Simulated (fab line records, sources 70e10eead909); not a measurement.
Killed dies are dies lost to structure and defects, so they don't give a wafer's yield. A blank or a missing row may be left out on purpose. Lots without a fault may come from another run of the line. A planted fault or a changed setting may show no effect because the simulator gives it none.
Chamber matching | flow nand_harc | NHARC_A_CONTACT_DEP_85 on pecvd-03: 3 sister chambers
The step deposits SiON, target thk 60 nm. 5 wafers are shown with their chamber, then 8 later ones without.

WAFERS WITH THEIR CHAMBER
wafer  | chamber | showerhead_vpp_V (V) | heater_power_w (W)
L074.2 | 2       | 1169                 | 548
L086.2 | 1       | 1236                 | 608
L086.4 | 1       | 1209                 | 610
L086.5 | 0       | 1150                 | 743
L087.1 | 0       | 1142                 | 664

WAFERS WITHOUT THEIR CHAMBER
wafer  | showerhead_vpp_V (V) | heater_power_w (W)
L087.2 | 1227                 | 716
L087.5 | 1221                 | 574
L088.1 | 1164                 | 541
L088.3 | 1144                 | 702
L088.4 | 1146                 | 690
L091.4 | 1240                 | 692
L091.5 | 1176                 | 572
L091.6 | 1154                 | 706

WHICH CHAMBER EACH WENT THROUGH
wafer  | from the rows above | in truth
L087.2 | 1                   | 1
L087.5 | 1                   | 1
L088.1 | 2                   | 2
L088.3 | 0                   | 0
L088.4 | 0                   | 0
L091.4 | 1                   | 1
L091.5 | 2                   | 2
L091.6 | 0                   | 0
Placed correctly: 8 of 8. Can't be placed from these rows: 0. Placed wrongly: 0.
How it was worked out, from the rows above alone: a wafer's distance from a chamber is the root of the sum, over the readings, of the square of ((its reading less the chamber's mean) divided by the reading's scatter). The wafer belongs to the nearest chamber; if the next one is less than 2 further off, it can't be placed. A chamber's mean is the mean of its shown wafers. The scatter: the root of (the sum of the squares of (reading less its chamber's mean) over the shown wafers, divided by (wafers less chambers)).
